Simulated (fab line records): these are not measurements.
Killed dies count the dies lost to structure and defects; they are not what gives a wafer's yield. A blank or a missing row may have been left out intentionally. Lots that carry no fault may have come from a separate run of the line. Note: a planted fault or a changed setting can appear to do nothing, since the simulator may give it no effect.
Code-filled problem report in 8D (eight disciplines) form | flow n5-finfet | the parts of the form that need people (team, actions taken, sign-off) are left out

1. PROBLEM STATEMENT
Mean of thk-nm at N5_SD_EPI_N_EPI_MEAS_23: 41.3 nm across 6 wafers in 2 lots; on wafers with no fault it is 59.1 nm (standard deviation 1.1). Relative to the usual mean, that is a shift of -16 standard deviations.
First seen on wafer L925.4, day 6 05:28, on film-metro-02. The record has a number at this step for 12 wafers belonging to 4 lots. By rule, "out" or "out of limits" means more than 4 standard deviations away from the usual mean. Any other wafer with a number is counted as sound.

2. WHAT IT IS; WHAT IT IS NOT
question                    | is                     | is not
which readings at this step | thk-nm                 | -
which lots                  | L925, L927             | L915, L932
which wafers of those lots  | all that have a number | -
read on which gauges        | film-metro-02          | -
when                        | from day 6 05:28       | up to then (3 sound wafers); but 3 sound wafers of L932 came after

3. WHAT RULES OUT EACH SUSPECT
Counting: a tool at a process step up to the reading stays a suspect if it ran every lot that is out and no sound lot after the first of them.
- ruled out: the gauge at N5_SD_EPI_N_EPI_MEAS_23. All the wafers that are out were read on film-metro-02, but those of them that N5_SD_EPI_N_EPI_21 has rows for are out there too, on other tools.
- epi-rpcvd-03 at N5_SD_EPI_N_EPI_21 (deposits Si:P, time 690 s): kept. Every lot that is out went through it, starting with L925 (day 6 04:18), and after that it ran no sound lot; the last sound lot it ran before then is L915 (day 3 15:05). Its own readings are out on those wafers: chamber-pressure-Torr.
After counting, what remains is epi-rpcvd-03 at N5_SD_EPI_N_EPI_21.

4. THE CAUSE (what the simulator had put in)
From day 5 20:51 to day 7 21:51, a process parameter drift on epi-rpcvd-03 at N5_SD_EPI_N_EPI_21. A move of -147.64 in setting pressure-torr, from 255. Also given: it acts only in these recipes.
This tool alone remained once counting was done.

5. THE CHAIN OF EFFECTS, in route order
Rows list readings where the struck wafers' mean (over those with a number) sits beyond 3 standard deviations from the usual. Only readings for which the record gives a usual standard deviation are gone through. hours: the time from each lot's start at the first step in this table that gives one to its start at this step, as a median over the lots. sigmas: the change in usual standard deviations.
hours | step                        | reading               | usual        | on struck wafers | change | sigmas
0     | N5_SD_EPI_N_EPI_21          | chamber-pressure-Torr | 254.9 Torr   | 107.2            | -147.7 | -99 or more
2     | N5_SD_EPI_N_EPI_MEAS_23     | thk-nm                | 59.1 nm      | 41.3             | -17.8  | -16
8     | N5_SD_ACTIVATION_RS_MEAS_03 | RS_SD_N               | 21.85 ohm/sq | 33.31            | +11.46 | +42
115   | N5_BEOL_M4_RC_MEAS_101      | ION_N                 | 671 uA/um    | 641              | -30    | -3.1
115   | N5_BEOL_M4_RC_MEAS_101      | RC_DENSE_N            | 19.0 ohm.um  | 20.7             | +1.7   | +5.1
115   | N5_BEOL_M4_RC_MEAS_101      | RC_N                  | 15.49 ohm.um | 16.81            | +1.32  | +4.7
115   | N5_BEOL_M4_RC_MEAS_101      | REXT_N                | 75.8 ohm.um  | 96.0             | +20.2  | +14
115   | N5_BEOL_M4_RC_MEAS_101      | RS_SD_N               | 28.3 ohm/sq  | 43.3             | +15.0  | +41
223   | N5_PASSIVATION_PROBE_49     | sort_bin_8_speed      | 0.00 %       | 0.89             | +0.89  | +99 or more
Here are the process steps it includes:
- N5_SD_EPI_N_EPI_21: deposits Si:P, time 690 s.
- N5_PASSIVATION_PROBE_49

6. WHAT WOULD HAVE CAUGHT IT SOONER
9 hours passed between the start of the fault at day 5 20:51 and the first reading out of limits at a measuring or inspecting step in this record, taken at day 6 05:28.
At N5_SD_EPI_N_EPI_21, the tool's own readings (chamber-pressure-Torr) were out on each struck wafer the step has a row for, so an alarm limit on them would have fired on the first such wafer.
Lots out: 2; of these, L927 started N5_SD_EPI_N_EPI_21 on epi-rpcvd-03 after day 6 05:28. Holding the tool at that time would have saved it.
